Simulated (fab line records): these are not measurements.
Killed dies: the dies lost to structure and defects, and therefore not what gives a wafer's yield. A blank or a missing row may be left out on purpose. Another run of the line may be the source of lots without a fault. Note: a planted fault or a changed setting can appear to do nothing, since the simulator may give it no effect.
fab line records ; flow n5Finfet
[record] lots = 6; wafers = 18; lastDay = 18
route steps=1938 shown BEOL_M9@1455 BEOL_M10@1470 PASSIVATION@1936
lots that met no fault: from a run of the same line without faults
startH: hours from the record's first day to the start of the lot's first wafer shown ; waitH: time in hours since the lot's previous step ; " same as the row above ; L1.1+2: a row that stands for several wafers ; - no value, or no start given ; * or withheld: withheld ; < > ~ a bound
route shown NAME@n: NAME is a module with steps in the file, n the number in the route of the first one ; usual: mean/standard deviation of fault-free wafers ; same: alike in all rows ; chamber/n: place in a boat ; sites: the reading at each site ; _std_site: standard deviation across them ; _edge_site: inner sites' mean taken away from outer sites' mean ; radiusMm: for every site, how far away it sits from the centre of the wafer ; mask NAME#n: copy n ; behind: the tool/chamber that last shaped the wafer ; hold: the reason the lot was held/the length of the hold in hours/how it ended ; device: whichever transistor did not switch (one of n, p or np) ; end of line: tests run on the same wafers once the route is complete ; a step given without rows: its recipe and nothing more ; killed: the dies lost at the first sort to structure and to defects; this is not the yield of the wafer ; map: a wafer's dies, marking killed ones x, the rest . and places with no die _
set.NAME: the setting the step ran with; set.NAME@STEP: the setting that earlier step ran with ; model.NAME: the simulator's own value behind a step, which no gauge read
lots at selected steps of the route; one table per step, one row per wafer
services: the hour from which a tool's chamber was out of use, counted from the record's first day as startH (under 0 if before that day), plus the number of hours and why
[[steps]]
[step N5_BEOL_M9_CURE_72]
[recipe] tempC = 370; timeS = 120; ambient = DMADMS/He; material = SiCOH_lowk
[step N5_BEOL_M9_DEGAS_44]
[recipe] ambient = vacuum; tempC = 250; timeS = 60
[usual] heaterPowerW = 338/38; susceptorTempC = 250.03/0.19
lot.wafer;tool;chamber;startH;waitH;heaterPowerW;susceptorTempC
L508.3;pvdSputter-03;-;208.30;0.2;300;250.15
L508.4;pvdSputter-03;-;208.30;0.2;375;249.84
L508.6;pvdSputter-03;-;208.30;0.2;379;250.08
L512.1;pvdSputter-02;-;252.94;0.6;303;250.27
L512.2;pvdSputter-02;-;252.94;0.6;379;250.51
L512.3;pvdSputter-02;-;252.94;0.6;313;250.16
L515.1;pvdSputter-03;-;256.46;0.3;301;250.16
L515.2;pvdSputter-03;-;256.46;0.3;366;249.70
L515.4;pvdSputter-03;-;256.46;0.3;341;249.88
L527.2;pvdSputter-02;-;331.91;2.1;348;250.11
L527.5;pvdSputter-02;-;331.91;2.1;344;250.14
L527.6;pvdSputter-02;-;331.91;2.1;302;250.00
L528.2;pvdSputter-01;-;340.17;1.7;351;250.04
L528.3;pvdSputter-01;-;340.17;1.7;351;249.84
L528.4;pvdSputter-01;-;340.17;1.7;244;249.81
L531.3;pvdSputter-02;-;362.83;3.5;355;249.83
L531.5;pvdSputter-02;-;362.83;3.5;378;250.07
L531.6;pvdSputter-02;-;362.83;3.5;295;249.99
[step N5_BEOL_M9_PRE_CLEAN_45]
[recipe] gas = H2/He; timeS = 30; tempC = 250
[usual] heaterPowerW = 338/38; susceptorTempC = 250.00/0.19
lot.wafer;tool;chamber;startH;waitH;heaterPowerW;susceptorTempC
L508.3;pvdSputter-03;-;208.34;0.0;304;250.17
L508.4;pvdSputter-03;-;208.34;0.0;372;249.68
L508.6;pvdSputter-03;-;208.34;0.0;375;249.79
L512.1;pvdSputter-02;-;252.98;0.0;291;249.96
L512.2;pvdSputter-02;-;252.98;0.0;372;249.88
L512.3;pvdSputter-02;-;252.98;0.0;300;249.99
L515.1;pvdSputter-03;-;256.50;0.0;300;250.42
L515.2;pvdSputter-03;-;256.50;0.0;367;249.66
L515.4;pvdSputter-03;-;256.50;0.0;338;250.44
L527.2;pvdSputter-02;-;331.95;0.0;352;250.13
L527.5;pvdSputter-02;-;331.95;0.0;355;250.23
L527.6;pvdSputter-02;-;331.95;0.0;311;250.27
L528.2;pvdSputter-01;-;340.21;0.0;341;250.09
L528.3;pvdSputter-01;-;340.21;0.0;343;249.94
L528.4;pvdSputter-01;-;340.21;0.0;245;250.09
L531.3;pvdSputter-02;-;362.87;0.0;358;249.92
L531.5;pvdSputter-02;-;362.87;0.0;374;250.20
L531.6;pvdSputter-02;-;362.87;0.0;290;249.57
[step N5_BEOL_M9_ALD_74]
[recipe] material = TaN; targetThkA = 20; tempC = 275; aldPrecursorFamily = PDMAT; aldCoReactant = NH3; pressureTorr = 3; carrierFlowSccm = 1500; pulseTimeS = 2; purgeTimeS = 3; coReactantPurgeTimeS = 2; coReactantPulseTimeS = 3; aldCycles = 40; precursorVesselTempC = 75; precursorVesselPressureTorr = 26.25; precursorVesselCarrierSccm = 1000
[usual] heaterPowerW = 428/58; susceptorTempC = 275.01/0.18
[same] coReactantPurgeTimeS = 2; pulseTimeS = 2
lot.wafer;tool;chamber;startH;waitH;heaterPowerW;susceptorTempC
L508.3;aldMetal-03;3;208.63;0.3;356;275.17
L508.4;aldMetal-03;1;208.63;0.3;376;274.96
L508.6;aldMetal-03;0;208.63;0.3;411;275.07
L512.1;aldMetal-03;3;253.06;0.1;358;274.92
L512.2;aldMetal-03;1;253.06;0.1;369;275.18
L512.3;aldMetal-03;0;253.06;0.1;427;275.03
L515.1;aldMetal-02;0;256.58;0.1;442;275.01
L515.2;aldMetal-02;1;256.58;0.1;519;275.23
L515.4;aldMetal-02;3;256.58;0.1;461;274.85
L527.2;aldMetal-01;1;332.01;0.0;497;274.92
L527.5;aldMetal-01;0;332.01;0.0;453;275.06
L527.6;aldMetal-01;3;332.01;0.0;373;274.83
L528.2;aldMetal-02;2;340.27;0.0;353;274.83
L528.3;aldMetal-02;0;340.27;0.0;442;275.13
L528.4;aldMetal-02;3;340.27;0.0;450;275.18
L531.3;aldMetal-02;0;362.94;0.0;455;274.98
L531.5;aldMetal-02;3;362.94;0.0;460;274.98
L531.6;aldMetal-02;0;362.94;0.0;443;274.90
[step N5_BEOL_M9_SURFACE_TREAT_79]
[recipe] gas = Ar; timeS = *; ionEnergyEv = *; ionCurrentMaCm2 = 0.5; pressureMtorr = *; arFlowSccm = 30
[usual] arFlowSccm = 29.99/0.09; throttleValvePct = *
lot.wafer;tool;chamber;startH;waitH;arFlowSccm;throttleValvePct
L508.3;pvdSputter-02;-;210.33;1.6;29.98;*
L508.4;pvdSputter-02;-;210.33;1.6;29.99;*
L508.6;pvdSputter-02;-;210.33;1.6;29.94;*
L512.1;pvdSputter-03;-;253.42;0.2;29.98;*
L512.2;pvdSputter-03;-;253.42;0.2;30.12;*
L512.3;pvdSputter-03;-;253.42;0.2;30.06;*
L515.1;pvdSputter-03;-;256.88;0.2;30.12;*
L515.2;pvdSputter-03;-;256.88;0.2;29.98;*
L515.4;pvdSputter-03;-;256.88;0.2;30.11;*
L527.2;pvdSputter-03;-;332.31;0.2;29.99;*
L527.5;pvdSputter-03;-;332.31;0.2;29.99;*
L527.6;pvdSputter-03;-;332.31;0.2;30.09;*
L528.2;pvdSputter-01;-;340.57;0.2;29.81;*
L528.3;pvdSputter-01;-;340.57;0.2;29.94;*
L528.4;pvdSputter-01;-;340.57;0.2;29.70;*
L531.3;pvdSputter-02;-;363.23;0.2;30.07;*
L531.5;pvdSputter-02;-;363.23;0.2;29.90;*
L531.6;pvdSputter-02;-;363.23;0.2;30.01;*
[step N5_BEOL_M9_CVD_78]
[recipe] material = Co; targetThkA = 20; tempC = withheld; precursor = CCTBA/H2; pressureTorr = 30; timeS = 138.9
[step N5_BEOL_M9_SPUTTER_48]
[recipe] material = Cu; targetThkA = 120; tempC = -20; biasV = 60; powerW = 26000; chamberPressurePa = 0.13; timeS = 2
[step N5_BEOL_M9_ECD_50]
[recipe] material = Cu; targetThkA = 3180
[step N5_BEOL_M9_ANNEAL_51]
[recipe] tempC = 225; timeS = 90; ambient = N2
[step N5_BEOL_M9_CMP_52]
[recipe] stopOn = SiCOH_lowk; tOverpolishS = 7; downForcePsi = 1; platenRpm = 50; clearingPlatenDownForcePsi = 1.5; clearingPlatenRpm = 50; postCmpClean = cuAlkaline; targetThkNm = 140; clearingPlatenPadVelocityMS = 0.99484; padVelocityMS = 0.99484
[step N5_BEOL_M9_THK_MEAS_53]
[recipe] thkMeasGauge = xrf; reads = Cu_of_BEOL_M9_ECD_50
[usual] M9_THK = 138.7/2.7
lot.wafer;tool;chamber;startH;waitH;M9_THK[nm]
L508.3;filmMetro-02;-;211.77;-;138.0
L508.4;filmMetro-02;-;211.77;-;135.9
L508.6;filmMetro-02;-;211.77;-;137.4
L512.1;filmMetro-01;-;256.33;-;136.6
L512.2;filmMetro-01;-;256.33;-;134.5
L512.3;filmMetro-01;-;256.33;-;138.3
L515.1;filmMetro-01;-;257.94;-;139.3
L515.2;filmMetro-01;-;257.94;-;142.6
L515.4;filmMetro-01;-;257.94;-;141.9
L527.2;filmMetro-02;-;333.51;-;138.7
L527.5;filmMetro-02;-;333.51;-;136.3
L527.6;filmMetro-02;-;333.51;-;141.1
L528.2;filmMetro-01;-;341.65;-;139.9
L528.3;filmMetro-01;-;341.65;-;142.3
L528.4;filmMetro-01;-;341.65;-;144.6
L531.3;filmMetro-02;-;364.51;-;134.3
L531.5;filmMetro-02;-;364.51;-;141.5
L531.6;filmMetro-02;-;364.51;-;133.4
[step N5_BEOL_M9_PRE_CLEAN_55]
[recipe] gas = NH3; timeS = 15; tempC = withheld; rfPowerW = 300
[step N5_BEOL_M9_DEP_56]
[recipe] material = SiCN; targetThkA = 150; tempC = withheld; precursor = 3MS/NH3; pressureTorr = 3; rfW = 202; timeS = 26.5
[usual] rfFwdPowerW = 199.9/0.88; showerheadPlenumPTorr = 3.665/0.013; throttleValvePct = 9.0/0.5
lot.wafer;tool;chamber;startH;waitH;rfFwdPowerW;showerheadPlenumPTorr;throttleValvePct
L508.3;pecvd-02;1;211.87;0.0;199.5;3.671;9.3
L508.4;pecvd-02;0;211.87;0.0;199.9;3.664;9.6
L508.6;pecvd-02;1;211.87;0.0;200.0;3.666;9.5
L512.1;pecvd-01;0;256.40;0.0;199.8;3.651;9.7
L512.2;pecvd-01;2;256.40;0.0;199.9;3.675;8.9
L512.3;pecvd-01;1;256.40;0.0;201.0;3.639;8.8
L515.1;pecvd-01;0;258.00;0.0;200.9;3.660;10.0
L515.2;pecvd-01;1;258.00;0.0;200.1;3.652;8.9
L515.4;pecvd-01;0;258.00;0.0;199.9;3.664;10.0
L527.2;pecvd-03;0;333.58;0.0;197.9;3.675;8.7
L527.5;pecvd-03;2;333.58;0.0;199.3;3.667;8.0
L527.6;pecvd-03;1;333.58;0.0;200.2;3.688;8.9
L528.2;pecvd-03;1;341.71;0.0;199.6;3.690;8.8
L528.3;pecvd-03;2;341.71;0.0;199.1;3.668;8.1
L528.4;pecvd-03;0;341.71;0.0;197.8;3.678;8.7
L531.3;pecvd-01;0;364.57;0.0;200.5;3.666;9.9
L531.5;pecvd-01;1;364.57;0.0;201.2;3.649;8.9
L531.6;pecvd-01;2;364.57;0.0;200.0;3.672;9.1
[step N5_BEOL_M9_RS_MEAS_57]
[recipe] thkMeasGauge = four-point-probe; reads = Cu_of_BEOL_M9_ECD_50+Co_of_BEOL_M9_CVD_78+TaN_of_BEOL_M9_ALD_74
[usual] M9_RS = 0.1499/0.0028
lot.wafer;tool;chamber;startH;waitH;M9_RS[ohm/sq]
L508.3;filmMetro-01;-;211.94;0.1;0.1499
L508.4;filmMetro-01;-;211.94;0.1;0.1529
L508.6;filmMetro-01;-;211.94;0.1;0.1517
L512.1;filmMetro-01;-;256.47;0.1;0.1543
L512.2;filmMetro-01;-;256.47;0.1;0.1560
L512.3;filmMetro-01;-;256.47;0.1;0.1521
L515.1;filmMetro-01;-;258.07;0.1;0.1511
L515.2;filmMetro-01;-;258.07;0.1;0.1471
L515.4;filmMetro-01;-;258.07;0.1;0.1483
L527.2;filmMetro-02;-;333.65;0.1;0.1484
L527.5;filmMetro-02;-;333.65;0.1;0.1507
L527.6;filmMetro-02;-;333.65;0.1;0.1459
L528.2;filmMetro-02;-;341.78;0.1;0.1515
L528.3;filmMetro-02;-;341.78;0.1;0.1476
L528.4;filmMetro-02;-;341.78;0.1;0.1462
L531.3;filmMetro-01;-;364.65;0.1;0.1521
L531.5;filmMetro-01;-;364.65;0.1;0.1448
L531.6;filmMetro-01;-;364.65;0.1;0.1535
[step N5_BEOL_M9_INSPECT_58]
[recipe] inspectInstrument = darkfield; mode = postDep
[usual] rawDefectCount = 72/23
lot.wafer;tool;chamber;startH;waitH;rawDefectCount
L508.3;defectInspect-02;-;211.97;0.0;103
L508.4;defectInspect-02;-;211.97;0.0;77
L508.6;defectInspect-02;-;211.97;0.0;60
L512.1;defectInspect-02;-;256.50;0.0;686
L512.2;defectInspect-02;-;256.50;0.0;739
L512.3;defectInspect-02;-;256.50;0.0;664
L515.1;defectInspect-02;-;258.10;0.0;707
L515.2;defectInspect-02;-;258.10;0.0;657
L515.4;defectInspect-02;-;258.10;0.0;738
L527.2;defectInspect-01;-;333.68;0.0;71
L527.5;defectInspect-01;-;333.68;0.0;116
L527.6;defectInspect-01;-;333.68;0.0;112
L528.2;defectInspect-02;-;341.81;0.0;64
L528.3;defectInspect-02;-;341.81;0.0;119
L528.4;defectInspect-02;-;341.81;0.0;92
L531.3;defectInspect-01;-;364.68;0.0;54
L531.5;defectInspect-01;-;364.68;0.0;90
L531.6;defectInspect-01;-;364.68;0.0;94
[step N5_BEOL_M10_ILD_DEP_00]
[recipe] material = SiCOH_lowk; targetThkA = 3085.1; tempC = 300; precursor = DEMS/porogen; pressureTorr = 5; rfW = 500; timeS = 58
[step N5_BEOL_M10_CURE_71]
[recipe] tempC = 385; timeS = 240; ambient = He/Ar; material = SiCOH_lowk
[step N5_BEOL_M10_THK_MEAS_01]
[recipe] reads = SiCOH_lowk_of_BEOL_M10_ILD_DEP_00
[usual] M10_ILD_THK = 269/3.4
lot.wafer;tool;chamber;startH;waitH;M10_ILD_THK[nm]
L508.3;filmMetro-02;-;212.59;0.3;265
L508.4;filmMetro-02;-;212.59;0.3;270
L508.6;filmMetro-02;-;212.59;0.3;267
L512.1;filmMetro-02;-;257.22;0.4;268
L512.2;filmMetro-02;-;257.22;0.4;266
L512.3;filmMetro-02;-;257.22;0.4;264
L515.1;filmMetro-02;-;259.21;0.8;265
L515.2;filmMetro-02;-;259.21;0.8;266
L515.4;filmMetro-02;-;259.21;0.8;271
L527.2;filmMetro-02;-;334.30;0.4;272
L527.5;filmMetro-02;-;334.30;0.4;271
L527.6;filmMetro-02;-;334.30;0.4;274
L528.2;filmMetro-01;-;342.43;0.4;268
L528.3;filmMetro-01;-;342.43;0.4;269
L528.4;filmMetro-01;-;342.43;0.4;273
L531.3;filmMetro-02;-;365.78;0.5;268
L531.5;filmMetro-02;-;365.78;0.5;268
L531.6;filmMetro-02;-;365.78;0.5;267
[step N5_BEOL_M10_PECVD_70]
[recipe] material = SiO2; targetThkA = 200; tempC = 400; precursor = TEOS/O2; pressureTorr = 5.5; rfW = 450; teosFlowSccm = 53.8; gas = O2; flowSccm = 3000; timeS = 22.7
[step N5_BEOL_M10_HM_DEP_02]
[recipe] material = TiN; targetThkA = 200; tempC = 25; chamberPressurePa = 0.49996
[usual] susceptorTempC = 25.01/0.096; throttleValvePct = 30.3/0.43
lot.wafer;tool;chamber;startH;waitH;susceptorTempC;throttleValvePct
L508.3;pvdSputter-01;-;213.63;1.0;25.02;30.4
L508.4;pvdSputter-01;-;213.63;1.0;25.07;30.5
L508.6;pvdSputter-01;-;213.63;1.0;24.86;30.5
L512.1;pvdSputter-03;-;258.10;0.8;24.83;29.7
L512.2;pvdSputter-03;-;258.10;0.8;25.10;30.0
L512.3;pvdSputter-03;-;258.10;0.8;25.00;30.3
L515.1;pvdSputter-03;-;260.34;1.1;25.19;30.4
L515.2;pvdSputter-03;-;260.34;1.1;24.90;29.9
L515.4;pvdSputter-03;-;260.34;1.1;25.22;30.1
L527.2;pvdSputter-01;-;336.11;1.8;25.20;29.7
L527.5;pvdSputter-01;-;336.11;1.8;24.95;30.8
L527.6;pvdSputter-01;-;336.11;1.8;25.05;30.5
L528.2;pvdSputter-03;-;342.80;0.3;24.93;29.8
L528.3;pvdSputter-03;-;342.80;0.3;25.06;30.6
L528.4;pvdSputter-03;-;342.80;0.3;24.82;30.1
L531.3;pvdSputter-02;-;367.39;1.5;25.10;30.7
L531.5;pvdSputter-02;-;367.39;1.5;25.11;31.1
L531.6;pvdSputter-02;-;367.39;1.5;25.11;30.5
[step N5_BEOL_M10_COAT_59]
[recipe] resist = SOC; tempC = 250; timeS = 60; spinRpm = 1500; resistThkNm = 100
[step N5_BEOL_M10_COAT_60]
[recipe] resist = SiARC; tempC = 220; timeS = 60; spinRpm = 1500; resistThkNm = 30
[step N5_BEOL_M10_COAT_05]
[recipe] resist = CAR-ArF; spinRpm = 1500; resistThkNm = 90
[step N5_BEOL_M10_EBR_07]
[recipe] solvent = PGMEA; ebrWidthMm = 1.5
[step N5_BEOL_M10_SOFTBAKE_06]
[recipe] tempC = 110; timeS = 60; resist = CAR-ArF
[step N5_BEOL_M10_EXPOSE_08]
[recipe] maskId = M10; na = 1.35; sourceShape = dipole; sigmaInner = 0.411; sigmaOuter = 0.611; polarization = te; doseMj = 53.75
[step N5_BEOL_M10_PEB_09]
[recipe] pebTempC = withheld; pebTimeS = 60; resist = CAR-ArF
[step N5_BEOL_M10_DEVELOP_10]
[recipe] developTimeS = 30; developer = TMAH; resist = CAR-ArF; rinseLiquid = diw; dry = airSpin; devTempC = 23
[step N5_BEOL_M10_CD_MEAS_11]
[recipe] targetCdNm = 64.1; landingEnergyEv = 500; detector = seInlens; polarity = opening
[usual] cdNm = 64.0/0.53
[same] landingEnergyEv = 500
lot.wafer;tool;chamber;startH;waitH;cdNm
L508.3;cdSem-01;0;214.16;-;63.4
L508.4;cdSem-01;0;214.16;-;64.0
L508.6;cdSem-01;0;214.16;-;64.1
L512.1;cdSem-03;0;258.60;-;64.3
L512.2;cdSem-03;0;258.60;-;63.8
L512.3;cdSem-03;0;258.60;-;64.1
L515.1;cdSem-02;0;260.84;-;64.0
L515.2;cdSem-02;0;260.84;-;63.0
L515.4;cdSem-02;0;260.84;-;63.4
L527.2;cdSem-02;0;336.61;-;62.6
L527.5;cdSem-02;0;336.61;-;63.1
L527.6;cdSem-02;0;336.61;-;63.5
L528.2;cdSem-02;0;343.30;-;64.8
L528.3;cdSem-02;0;343.30;-;64.1
L528.4;cdSem-02;0;343.30;-;64.2
L531.3;cdSem-03;0;367.76;-;64.2
L531.5;cdSem-03;0;367.76;-;64.5
L531.6;cdSem-03;0;367.76;-;64.0
[step N5_BEOL_M10_OVL_MEAS_12]
[recipe] pointsPerWafer = 44
[usual] M10_OVL = 0.1/0.77
lot.wafer;tool;chamber;startH;waitH;M10_OVL[nm]
L508.3;overlay-01;0;214.19;0.0;0.0
L508.4;overlay-01;0;214.19;0.0;0.8
L508.6;overlay-01;0;214.19;0.0;-0.3
L512.1;overlay-02;0;258.63;0.0;-1.0
L512.2;overlay-02;0;258.63;0.0;-1.0
L512.3;overlay-02;0;258.63;0.0;-0.5
L515.1;overlay-01;0;260.87;0.0;0.5
L515.2;overlay-01;0;260.87;0.0;-0.5
L515.4;overlay-01;0;260.87;0.0;-2.3
L527.2;overlay-02;0;336.64;0.0;-0.9
L527.5;overlay-02;0;336.64;0.0;-0.5
L527.6;overlay-02;0;336.64;0.0;-0.9
L528.2;overlay-02;0;343.33;0.0;0.3
L528.3;overlay-02;0;343.33;0.0;0.3
L528.4;overlay-02;0;343.33;0.0;1.3
L531.3;overlay-01;0;367.79;0.0;-0.6
L531.5;overlay-01;0;367.79;0.0;-0.9
L531.6;overlay-01;0;367.79;0.0;-0.6
[step N5_BEOL_M10_INSPECT_13]
[recipe] mode = adi; inspectInstrument = brightfield
[usual] rawDefectCount = 414/81
lot.wafer;tool;chamber;startH;waitH;rawDefectCount
L508.3;defectInspect-02;-;214.22;0.0;438
L508.4;defectInspect-02;-;214.22;0.0;338
L508.6;defectInspect-02;-;214.22;0.0;269
L512.1;defectInspect-01;-;258.65;0.0;973
L512.2;defectInspect-01;-;258.65;0.0;1059
L512.3;defectInspect-01;-;258.65;0.0;947
L515.1;defectInspect-02;-;260.89;0.0;1095
L515.2;defectInspect-02;-;260.89;0.0;1125
L515.4;defectInspect-02;-;260.89;0.0;1130
L527.2;defectInspect-01;-;336.66;0.0;377
L527.5;defectInspect-01;-;336.66;0.0;398
L527.6;defectInspect-01;-;336.66;0.0;408
L528.2;defectInspect-02;-;343.35;0.0;333
L528.3;defectInspect-02;-;343.35;0.0;475
L528.4;defectInspect-02;-;343.35;0.0;353
L531.3;defectInspect-01;-;367.81;0.0;298
L531.5;defectInspect-01;-;367.81;0.0;376
L531.6;defectInspect-01;-;367.81;0.0;328
[step N5_BEOL_M10_DESCUM_16]
[recipe] chemistry = O2; timeS = 7.9; sourcePowerW = 50; biasPowerW = 20; pressureMtorr = 20; rfFrequencyHz = 2.712e+07; tempC = 40; resist = CAR-ArF; o2FlowSccm = 225
[step N5_PASSIVATION_PROBE_49]
[usual] defectLimitedYield = 91.2/1.6; killed_at_M0_to_M3 = 33/11; killed_at_M4_up = 15/6.2; killedAtContacts = 15/7.1; killedAtFrontEnd = 38/12; killedAtOther = 4/3.5; killedDies = 104/19; killedOpen = 69/14; killedShort = 34/8.5; sort_bin_5_function = 5.2/0.99; sort_bin_6_memory = 3.3/0.77; sortNPass = 1076/19; sortYieldPct = 91.2/1.6
[same] grossDies = 1180; killedAtBackSide = 0; sort_bin_4_leakage[%] = 0; sort_bin_8_speed[%] = 0
lot.wafer;tool;chamber;startH;waitH;defectLimitedYield[%];killed_at_M0_to_M3;killed_at_M4_up;killedAtContacts;killedAtFrontEnd;killedAtOther;killedDies;killedOpen;killedShort;sort_bin_5_function[%];sort_bin_6_memory[%];sortNPass;sortYieldPct[%]
L512.1;prober-01;-;311.10;0.0;80.1;28;140;19;47;1;235;71;32;12.1;4.7;945;80.1
L512.2;prober-01;-;311.15;0.1;80.4;30;141;11;49;0;231;67;38;12.2;4.4;949;80.4
L512.3;prober-01;-;311.20;0.1;83.5;25;114;18;37;1;195;57;28;11.2;3.4;985;83.5
L515.1;prober-01;-;315.90;0.0;82.4;26;139;9;31;3;208;46;35;10.0;4.4;972;82.4
L515.2;prober-01;-;315.95;0.1;83.4;20;134;14;28;0;196;57;22;10.4;3.7;984;83.4
L515.4;prober-01;-;316.05;0.2;80.2;25;152;6;44;7;234;54;49;13.1;4.5;946;80.2
// killed by level:class
L512.1 BEOL_M9:unspecified=131 STI_FIN_REVEAL:geometricParticle:open=13 MOL_CONTACT_COAG:geometricParticle:open=12 BEOL_M0_SAQP:geometricParticle:open=10 MOL_CONTACT_COAG:geometricParticle:short=7 BEOL_M4:geometricParticle:open=7 FIN_SAQP:geometricParticle:open=6 BEOL_M0_SAQP:geometricParticle:short=6
L512.2 BEOL_M9:unspecified=126 STI_FIN_REVEAL:geometricParticle:open=16 MOL_CONTACT_COAG:geometricParticle:open=9 FIN_SAQP:geometricParticle:short=8 BEOL_M0_SAQP:geometricParticle:short=7 BEOL_M3:geometricParticle:open=7 BEOL_M5:geometricParticle:open=6 FIN_SAQP:geometricParticle:open=5
L512.3 BEOL_M9:unspecified=110 MOL_CONTACT_COAG:geometricParticle:open=16 FIN_SAQP:geometricParticle:open=9 BEOL_M3:geometricParticle:open=8 STI_FIN_REVEAL:geometricParticle:open=7 STI_FIN_REVEAL:geometricParticle:short=5 BEOL_M0_SAQP:geometricParticle:short=5 STARTING-WAFER:geometricParticle:open=4
L515.1 BEOL_M9:unspecified=127 STI_FIN_REVEAL:geometricParticle:open=10 BEOL_M0_SAQP:geometricParticle:open=8 BEOL_M0_SAQP:geometricParticle:short=8 MOL_CONTACT_COAG:geometricParticle:open=7 BEOL_M4:geometricParticle:short=7 FIN_SAQP:geometricParticle:short=5 GATE_CUT:geometricParticle:short=5
L515.2 BEOL_M9:unspecified=110 MOL_CONTACT_COAG:geometricParticle:open=13 STI_FIN_REVEAL:geometricParticle:open=7 BEOL_M4:geometricParticle:short=7 GATE_CUT:geometricParticle:open=5 BEOL_M1:geometricParticle:open=5 GATE_CUT:geometricParticle:short=4 BEOL_M4:geometricParticle:open=4
L515.4 BEOL_M9:unspecified=127 STI_FIN_REVEAL:geometricParticle:open=12 FIN_SAQP:geometricParticle:short=8 BEOL_M0_SAQP:geometricParticle:short=6 STARTING-WAFER:geometricParticle:short=6 GATE_CUT:geometricParticle:short=5 BEOL_M5:geometricParticle:open=5 PAD_METAL:geometricParticle:short=5
// map L512.1 (x killed, . not)
_________________.x..........________________
______________x.xxx..x......x..._____________
___________.....xx.....x.....xx....__________
__________.......x............x....x_________
________...........x...x...x.......x.._______
_______.....................x.........x______
______x....................x.......x...._____
_____x...............x..xx...............____
____..x......x.....x..x...xx..............___
___..................................x..x..__
___..............x......................x.x__
__..............xx...............x......x..x_
__........xx..xx...x.............x...x......_
_....x...........xxx......x............x..x..
_..........xxx.xxxx..x............x..........
_.....x...x.xxxxxxxxxx.......x...............
_...........xxxxxxxxxxx..........x..x....x...
_.......xxxxxxxxxxxxxxxxx...x................
_......x..x.xxxxxxxxxxx.xx................x..
_..........xxxxxxxxxxxx.x..........x.........
_....x..x..xxxxxxxxxxxxx..x.................x
__.....x...xxxxxxxxxxxxxx........xxx......xx_
__.........xxxxxxxxxxx.x.........x.......x.._
___........x.xx.xxxxxxx....................__
___..x..xxx.....xxxx........x..............__
____...........x...x.x....................___
_____......x.xx........x.................____
______..............x...........xx......_____
_______..x...........x.................______
________..........x.....x...........x._______
__________.........................x_________
___________.....x.x.........x...x.x__________
______________.............x...._____________
_________________......x.....________________
// map L515.4 (x killed, . not)
_________________....x.......________________
______________.x.....x.....x...._____________
___________.......x......x..xx..xx.__________
__________..........x.........x....._________
________....x..x...x............x.x..._______
_______.......x...x............x..x....______
______..................x......x........_____
_____........x......................x....____
____x..........x..............x.........x.___
___......x....x.xx.........................__
___....x.....xx....x..x............xx......__
__x.x.x...........x........................x_
__x........x...x....x...x..................._
_.x.......x.......x..xx......................
_..........x.x.xx.xx...............x..x.x....
_.....x....xxxxxxxxxxx.x........x...x........
_.......x..xxxxxxxxxx.xx...x.................
_.........xxxxxxxxxxxxxx.......x........x....
_.x....x...xxxxxxxxxxxxxx..x.......x.x.......
_..x......xxxxxxxxxxxxxx.....................
_........x..xxxxxxxxxxxx....x................
__.....x...xxxxxxxxxxxxx........x...x.x...x._
__.........xxxxxxxxxxx......................_
___.xx...x.xx.xxxxxxx..x..................x__
___.......xx..xx.xx.x..x...................__
____..............x.............x.......x.___
_____....x.............x.......x......x..____
______.....xx..x......xx...............x_____
_______.......................x........______
________..........x......x.....x......_______
__________...........x....x........._________
___________.x..x..............x..x.__________
______________....x..x.........._____________
_________________.x..........________________
[[services]]
tool;chamber;startH;hours;kind
pecvd-03;1;194.71;2.1;scheduledDown
pecvd-02;2;202.40;-;clean
pecvd-02;2;202.40;-;consumableReplace:showerhead
pecvd-03;0;229.88;2.1;scheduledDown
pecvd-01;2;244.65;5.5;scheduledDown
pecvd-01;-;256.49;0.9;repair
pecvd-03;2;257.80;5.5;scheduledDown
aldMetal-02;-;259.49;14.6;pm
pecvd-01;0;266.89;2.1;scheduledDown
aldMetal-02;3;294.29;7.3;repair
pecvd-02;-;310.09;0.5;repair
pvdSputter-03;-;316.18;2.9;repair
pecvd-03;2;323.59;2.1;scheduledDown
pecvd-02;-;326.05;14.6;pm
aldMetal-02;-;327.46;0.6;repair
aldMetal-03;-;337.30;14.0;pm
aldMetal-03;0;337.30;14.0;ventCycle
aldMetal-03;1;337.30;14.0;ventCycle
aldMetal-03;2;337.30;14.0;ventCycle
aldMetal-03;3;337.30;14.0;ventCycle
aldMetal-03;0;351.30;-;clean
aldMetal-03;1;351.30;-;clean
aldMetal-03;2;351.30;-;clean
aldMetal-03;3;351.30;-;clean
[[key]]
[firstSign] step = N5_BEOL_M9_INSPECT_58; reading = rawDefectCount; direction = up; sigmas = 28; usual = 72; struck = 698
[effect] step = N5_BEOL_M10_INSPECT_13; reading = rawDefectCount; direction = up; sigmas = 7.9; usual = 414; struck = 1055
[effect] step = N5_PASSIVATION_PROBE_49; reading = killed_at_M4_up; direction = up; sigmas = 19; usual = 15; struck = 137
[moreKillsBornAt] N5_BEOL_M9_DEP_56@pecvd-01 = 731
metAt N5_BEOL_M9_DEP_56
struckWafers L512.1,L512.2,L512.3,L515.1,L515.2,L515.4
[fault] kind = chamberParticleSource; tool = pecvd-01; chamber = -; onsetH = 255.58; steps = N5_BEOL_M9_DEP_56; ratePerVisitCm2 = 0.95482; endH = 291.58
